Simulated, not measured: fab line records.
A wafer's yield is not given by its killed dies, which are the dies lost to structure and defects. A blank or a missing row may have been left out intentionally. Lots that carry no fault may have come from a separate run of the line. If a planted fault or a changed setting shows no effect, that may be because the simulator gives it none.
fab line records | flow n5_finfet
[record] lots = 7 wafers = 39
route steps=1938 shown BEOL_M4@1040 BEOL_M7@1263
start_h: start of the lot's first displayed wafer, in hours after the record's first day | wait_h: hours since the lot's step before | " identical to the entry in the row above | L1.1+2: a row that stands for several wafers | - either no value or no given start | * or withheld: withheld | < > ~ a bound
route shown NAME@n: a module of which the file shows steps, and the number in the route of the first | usual: mean and standard deviation over wafers with no fault | same: alike in all rows | chamber/n: place in a boat | sites: per-site readings | _std_site: the values' standard deviation | _edge_site: the outer-site mean with the inner-site mean subtracted | radius_mm: for every site, how far away it sits from the centre of the wafer | mask NAME#n: copy n | behind: tool/chamber where the wafer was last shaped | hold: what put the lot on hold/how long, in hours/how the hold closed | device: whichever transistor did not switch (one of n, p or np) | end of line: the tests these same wafers got at the end of their route | for a step that has no rows: nothing shown but its recipe | killed: count of dies lost to structure and defects at first sort (not the wafer's yield) | map: a wafer's dies, marking killed ones x, the rest . and places with no die _
set.NAME: the run value of the setting; set.NAME@STEP: its run value at that earlier step | model.NAME: the simulator's own value behind a step, which no gauge read
lots whose settings were changed on purpose; a table a step, a row a wafer
[[steps]]
[step N5_BEOL_M4_ETCH_64]
[recipe] chemistry = N2/H2 target = SOC target_depth_a = 750 overetch_a = 225 mask_material = SiARC temp_c = 40 time_s = 121.9 ion_energy_ev = 200 pressure_mtorr = 30 source_w = 840 bias_w = 150 n2_flow_sccm = 200 h2_flow_sccm = 200
// columns lot.wafer tool chamber start_h wait_h set.target_depth_a model.SiARC_of_BEOL_M4_COAT_62.thk_nm model.BEOL_M4.cd_offset_nm
L074.1 rie_diel-02 0 173.93 0.0 750 6.2 0
L074.2 " 1 " " 972.9 4.8 0.6
L074.3 " 2 " " 750 6.6 -0.2
L074.4 " 3 " " 972.9 5 0.2
L074.5 " 2 " " 750 6.6 -0.4
L074.6 " 3 " " 972.9 5 0.4
L079.1 rie_diel-01 3 195.18 0.0 750 6.4 0.2
L079.2 " 0 " " 562.4 7.6 0
L079.3 " 2 " " 750 6.2 0.4
L079.4 " 3 " " 750 6.4 0
L079.5 " 0 " " 562.4 7.6 -0.2
L079.6 " 2 " " 562.4 7.2 -0.2
L080.1 rie_diel-02 2 214.61 0.0 750 6.6 0
L080.2+5 " 1,0 " " 750 6.2 0.2
L080.3 " 0 " " 750 6.2 0
L080.4 " 3 " " 750 6.4 0
L080.6 " 3 " " 750 6.4 0.2
L089.1+5 rie_diel-02 1,0 261.92 0.0 1160 3.8 1
L089.2+6 " 3 " " 750 6 0.2
L089.3 " 0 " " 1160 3.8 1.2
L089.4 " 1 " " 750 6.2 -0.2
L093.1 rie_diel-01 3 276.68 0.0 750 6.4 -0.2
L093.2 " 0 " " 750 6.6 0
L093.3+4+5 " 1,2,2 " " 750 6.2 0.2
L093.6 " 3 " " 750 6.4 0
L096.1 rie_diel-02 2 307.68 0.0 750 6.4 0.4
L096.2 " 3 " " 321 8.6 -0.4
L096.3 " 0 " " 750 6.2 0.2
L096.4 " 2 " " 321 8.8 -1
L096.5 " 0 " " 321 8.8 -1.2
L096.6 " 3 " " 750 6 0.2
L097.1 rie_diel-01 3 349.25 0.0 750 6.4 0
L097.5 " 1 " " 750 6.4 0.2
L097.6 " 2 " " 750 6.2 -0.2
[step N5_BEOL_M4_STRIP_65]
[recipe] chemistry = N2/H2 temp_c = 40 n2_flow_sccm = 200 h2_flow_sccm = 200 rf_frequency_hz = 6e+07
[step N5_BEOL_M4_STRIP_75]
[recipe] chemistry = N2/H2 temp_c = 40 n2_flow_sccm = 200 h2_flow_sccm = 200 rf_frequency_hz = 6e+07
[step N5_BEOL_M4_STRIP_66]
[recipe] chemistry = CF4 resist = SiARC power_w = 300 bias_power_w = 75 pressure_mtorr = 50 cf4_flow_sccm = 150 rf_frequency_hz = 6e+07
[step N5_BEOL_M4_HM_OPEN_17]
[recipe] chemistry = Cl2/BCl3 target_depth_a = 200 overetch_a = 60 target = TiN mask_material = SOC ion_energy_ev = 150 pressure_mtorr = 10 icp_w = 1000 bias_w = 126 Cl2_flow_sccm = 53.25 bcl3_flow_sccm = 21.75 Ar_flow_sccm = 25
// columns lot.wafer tool chamber start_h wait_h set.target_depth_a@BEOL_M4_ETCH_64 model.etch.depth_nm model.BEOL_M4.cd_offset_nm
L074.1 rie_metal-02 1 174.11 0.0 750 20.51 0
L074.2 " 0 " " 972.9 17.43 0.6
L074.3 " 0 " " 750 20.25 -0.4
L074.4 " 1 " " 972.9 17.61 0.2
L074.5 " 1 " " 750 20.12 -0.2
L074.6 " 0 " " 972.9 17.56 0.4
L079.1 rie_metal-03 0 195.36 0.0 750 20.05 0.2
L079.2 " 1 " " 562.4 20.61 -0.2
L079.3 " 0 " " 750 20.49 0.6
L079.4 " 1 " " 750 19.98 -0.2
L079.5 " 0 " " 562.4 20.5 -0.2
L079.6 " 1 " " 562.4 20.54 -0.4
L080.1 rie_metal-03 1 214.79 0.0 750 20.35 0
L080.2 " 0 " " 750 19.88 0.2
L080.3 " 0 " " 750 20.01 0.2
L080.4 " 1 " " 750 20.27 0
L080.5 " 1 " " 750 20.26 0.2
L080.6 " 0 " " 750 20.39 0.4
L089.1 rie_metal-01 0 262.10 0.0 1160 15.13 1
L089.2 " 1 " " 750 19.99 0.2
L089.3 " 0 " " 1160 14.9 1.2
L089.4 " 1 " " 750 20.01 0
L089.5 " 1 " " 1160 14.88 1
L089.6 " 0 " " 750 19.93 0
L093.1 rie_metal-01 1 276.86 0.0 750 20.33 0
L093.2 " 0 " " 750 20.07 -0.2
L093.3 " 1 " " 750 20.54 0.4
L093.4 " 0 " " 750 20.69 0
L093.5 " 1 " " 750 20.4 0.4
L093.6 " 0 " " 750 20.74 -0.2
L096.1 rie_metal-02 0 307.85 0.0 750 19.82 0.4
L096.2 " 1 " " 321 20.17 -0.6
L096.3 " 0 " " 750 19.82 0.2
L096.4 " 1 " " 321 20.21 -1.2
L096.5 " 1 " " 321 20.01 -1.4
L096.6 " 0 " " 750 20.2 0.2
L097.1 rie_metal-02 0 349.42 0.0 750 20.14 0.2
L097.5 " 1 " " 750 20.35 0.2
L097.6 " 0 " " 750 20 -0.2
[step N5_BEOL_M4_STRIP_19]
[recipe] chemistry = O2 power_w = 400 temp_c = 40 pressure_mtorr = 30 rf_frequency_hz = 6e+07 bias_power_w = 0 overash_fraction = 0.2 o2_flow_sccm = 225
[step N5_BEOL_M4_ETCH_41]
[recipe] chemistry = CH3F/O2 target = SiCN target_depth_a = 299 taper_deg = 2 time_s = 52.5 ion_energy_ev = 120 mask_material = TiN pressure_mtorr = 30 source_w = 395 bias_w = 75 Ar_flow_sccm = 150 CH3F_flow_sccm = 30 O2_flow_sccm = 20
[step N5_BEOL_M4_STRIP_97]
[recipe] chemistry = N2/H2 time_s = 10 power_w = 450 temp_c = 40 pressure_mtorr = 20 rf_frequency_hz = 6e+07 bias_power_w = 7 n2_flow_sccm = 200 h2_flow_sccm = 200
[step N5_BEOL_M4_OCD_MEAS_38]
[usual] trench_depth_nm = 55.4/0.99
// columns lot.wafer tool chamber start_h wait_h set.target_depth_a@BEOL_M4_ETCH_64 trench_depth_nm
L074.1 ocd-02 - 183.84 - 750 55.5
L074.2 " - " " 972.9 55.9
L074.3 " - " " 750 55.8
L074.4 " - " " 972.9 55.5
L074.5 " - " " 750 55.0
L074.6 " - " " 972.9 54.5
L079.1 ocd-01 - 200.25 - 750 56.5
L079.2 " - " " 562.4 54.4
L079.3 " - " " 750 56.0
L079.4 " - " " 750 56.2
L079.5 " - " " 562.4 53.6
L079.6 " - " " 562.4 55.7
L080.1 ocd-02 - 227.75 - 750 56.6
L080.2 " - " " 750 53.6
L080.3 " - " " 750 55.8
L080.4 " - " " 750 55.9
L080.5 " - " " 750 53.7
L080.6 " - " " 750 56.0
L089.1 ocd-01 - 263.51 - 1160 56.9
L089.2 " - " " 750 55.5
L089.3 " - " " 1160 55.6
L089.4 " - " " 750 55.3
L089.5 " - " " 1160 56.4
L089.6 " - " " 750 55.7
L093.1 ocd-01 - 295.48 - 750 56.1
L093.2 " - " " 750 56.5
L093.3 " - " " 750 55.8
L093.4 " - " " 750 56.2
L093.5 " - " " 750 57.2
L093.6 " - " " 750 55.7
L096.1 ocd-01 - 326.73 - 750 56.4
L096.2 " - " " 321 11.3
L096.3 " - " " 750 55.4
L096.4 " - " " 321 3.4
L096.5 " - " " 321 4.4
L096.6 " - " " 750 56.2
L097.1 ocd-01 - 351.66 - 750 53.6
L097.5 " - " " 750 55.6
L097.6 " - " " 750 53.6
[step N5_BEOL_M7_ILD_DEP_00]
[recipe] material = SiCOH_lowk target_thk_a = 1797.5 temp_c = 300 precursor = DEMS/porogen pressure_torr = 5 rf_w = 500 time_s = 33.4
// columns lot.wafer tool chamber start_h wait_h set.target_thk_a model.SiCOH_lowk_of_BEOL_M7_ILD_DEP_00.thk_nm
L074.1 pecvd-04 0 209.18 0.0 1093 107.6
L074.2 " 1 " " 1093 106.2
L074.3 " 2 " " 1797.5 178.8
L074.4 " 0 " " 1797.5 180.6
L074.5 " 1 " " 1093 107.4
L074.6 " 2 " " 1797.5 182.4
L079.1 pecvd-01 0 225.21 0.0 2072 209.6
L079.2 " 1 " " 1797.5 178.4
L079.3 " 0 " " 2072 211.8
L079.4 " 1 " " 1797.5 180.2
L079.5 " 0 " " 1797.5 184.4
L079.6 " 1 " " 2072 207.4
L080.1 pecvd-01 1 257.16 0.0 1797.5 177
L080.2 " 0 " " 1797.5 181.6
L080.3 " 2 " " 1797.5 180.8
L080.4 " 0 " " 1797.5 186.2
L080.5 " 2 " " 1797.5 182
L080.6 " 1 " " 1797.5 182.2
L089.1 pecvd-04 1 294.65 0.0 1797.5 176.2
L089.2 " 0 " " 2320 228.8
L089.3 " 2 " " 1797.5 180.8
L089.4 " 0 " " 1797.5 178.4
L089.5 " 1 " " 2320 231
L089.6 " 2 " " 2320 233
L093.1 pecvd-03 1 323.26 0.0 1500 148.8
L093.2 " 0 " " 1797.5 177.2
L093.3 " 2 " " 1500 146.4
L093.4 " 1 " " 1797.5 180.8
L093.5 " 0 " " 1500 149.6
L093.6 " 2 " " 1797.5 180.2
L096.1 pecvd-04 1 353.56 0.0 1797.5 180.6
L096.2 " 0 " " 1020 104.6
L096.3+5 " 2,0 " " 1797.5 182.8
L096.4 " 2 " " 1020 107.8
L096.6 " 1 " " 1020 106
L097.1 pecvd-03 1 381.89 0.0 1797.5 180.6
L097.5 " 0 " " 1797.5 179.2
L097.6 " 1 " " 1797.5 181.4
[step N5_BEOL_M7_CURE_74]
[recipe] temp_c = 385 time_s = 240 ambient = He/Ar material = SiCOH_lowk
// columns lot.wafer tool chamber start_h wait_h set.target_thk_a@BEOL_M7_ILD_DEP_00 model.SiCOH_lowk_of_BEOL_M7_ILD_DEP_00.thk_nm
L074.1 uv_cure-02 1 209.24 0.0 1093 92.4
L074.2 " 1 " " 1093 91.2
L074.3 " 1 " " 1797.5 154.2
L074.4 " 1 " " 1797.5 155.8
L074.5 " 1 " " 1093 92.2
L074.6 " 1 " " 1797.5 157.4
L079.1 uv_cure-01 2 225.53 0.3 2072 181
L079.2 " 2 " " 1797.5 153.8
L079.3 " 2 " " 2072 183
L079.4 " 2 " " 1797.5 155.4
L079.5 " 2 " " 1797.5 159
L079.6 " 2 " " 2072 179.2
L080.1 uv_cure-02 0 257.22 0.0 1797.5 152.6
L080.2 " 0 " " 1797.5 156.6
L080.3 " 0 " " 1797.5 155.8
L080.4 " 0 " " 1797.5 160.6
L080.5 " 0 " " 1797.5 157
L080.6 " 0 " " 1797.5 157.2
L089.1 uv_cure-02 0 294.72 0.0 1797.5 152
L089.2 " 0 " " 2320 197.8
L089.3 " 0 " " 1797.5 155.8
L089.4 " 0 " " 1797.5 153.8
L089.5 " 0 " " 2320 199.8
L089.6 " 0 " " 2320 201.4
L093.1 uv_cure-03 1 323.32 0.0 1500 128.2
L093.2 " 1 " " 1797.5 152.8
L093.3 " 1 " " 1500 126
L093.4 " 1 " " 1797.5 156
L093.5 " 1 " " 1500 128.8
L093.6 " 1 " " 1797.5 155.4
L096.1 uv_cure-02 1 353.62 0.0 1797.5 155.8
L096.2 " 1 " " 1020 89.8
L096.3 " 1 " " 1797.5 157.8
L096.4 " 1 " " 1020 92.6
L096.5 " 1 " " 1797.5 157.6
L096.6 " 1 " " 1020 91
L097.1 uv_cure-03 1 381.95 0.0 1797.5 155.8
L097.5 " 1 " " 1797.5 154.6
L097.6 " 1 " " 1797.5 156.6
[step N5_BEOL_M7_THK_MEAS_01]
[recipe] reads = SiCOH_lowk_of_BEOL_M7_ILD_DEP_00
[usual] M7_ILD_THK = 155.4/2.1
// columns lot.wafer tool chamber start_h wait_h set.target_thk_a@BEOL_M7_ILD_DEP_00 M7_ILD_THK[nm]
L074.1 film_metro-02 - 209.75 0.4 1093 92.4
L074.2 " - " " 1093 91.2
L074.3 " - " " 1797.5 154.2
L074.4 " - " " 1797.5 155.7
L074.5 " - " " 1093 92.3
L074.6 " - " " 1797.5 157.5
L079.1 film_metro-01 - 226.04 0.4 2072 181.1
L079.2 " - " " 1797.5 153.8
L079.3 " - " " 2072 183.1
L079.4 " - " " 1797.5 155.4
L079.5 " - " " 1797.5 159.2
L079.6 " - " " 2072 179.3
L080.1 film_metro-01 - 257.73 0.4 1797.5 152.7
L080.2 " - " " 1797.5 156.7
L080.3 " - " " 1797.5 156.0
L080.4 " - " " 1797.5 160.8
L080.5 " - " " 1797.5 157.0
L080.6 " - " " 1797.5 157.1
L089.1 film_metro-01 - 295.23 0.4 1797.5 152.0
L089.2 " - " " 2320 197.8
L089.3 " - " " 1797.5 155.9
L089.4 " - " " 1797.5 153.8
L089.5 " - " " 2320 199.8
L089.6 " - " " 2320 201.4
L093.1 film_metro-01 - 323.83 0.4 1500 128.1
L093.2 " - " " 1797.5 152.8
L093.3 " - " " 1500 126.0
L093.4 " - " " 1797.5 155.9
L093.5 " - " " 1500 128.7
L093.6 " - " " 1797.5 155.3
L096.1 film_metro-02 - 354.13 0.4 1797.5 155.7
L096.2 " - " " 1020 89.7
L096.3 " - " " 1797.5 157.6
L096.4 " - " " 1020 92.6
L096.5 " - " " 1797.5 157.7
L096.6 " - " " 1020 91.0
L097.1 film_metro-01 - 382.47 0.4 1797.5 155.8
L097.5 " - " " 1797.5 154.7
L097.6 " - " " 1797.5 156.6
[[key]]
[split] step = N5_BEOL_M4_ETCH_64 setting = target_depth_a stated = 750 by = wafer
[response] step = N5_BEOL_M4_ETCH_64 reading = model.SiARC_of_BEOL_M4_COAT_62.thk_nm change = -0.0441 per = 1% r = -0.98
[response] step = N5_BEOL_M4_ETCH_64 reading = model.BEOL_M4.cd_offset_nm change = +0.0187 per = 1% r = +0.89
[response] step = N5_BEOL_M4_HM_OPEN_17 reading = model.etch.depth_nm shape = bent at_lowest = 20.13 at_stated = 20.21 at_highest = 14.97
[response] step = N5_BEOL_M4_HM_OPEN_17 reading = model.BEOL_M4.cd_offset_nm change = +0.0207 per = 1% r = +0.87
[response] step = N5_BEOL_M4_OCD_MEAS_38 reading = trench_depth_nm shape = bent at_lowest = 6.4 at_stated = 55.6 at_highest = 56.3
[split] step = N5_BEOL_M7_ILD_DEP_00 setting = target_thk_a stated = 1797.5 by = wafer
[response] step = N5_BEOL_M7_ILD_DEP_00 reading = model.SiCOH_lowk_of_BEOL_M7_ILD_DEP_00.thk_nm change = +1.82 per = 1% r = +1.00
[response] step = N5_BEOL_M7_CURE_74 reading = model.SiCOH_lowk_of_BEOL_M7_ILD_DEP_00.thk_nm change = +1.58 per = 1% r = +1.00
[response] step = N5_BEOL_M7_THK_MEAS_01 reading = M7_ILD_THK change = +1.58 per = 1% r = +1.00
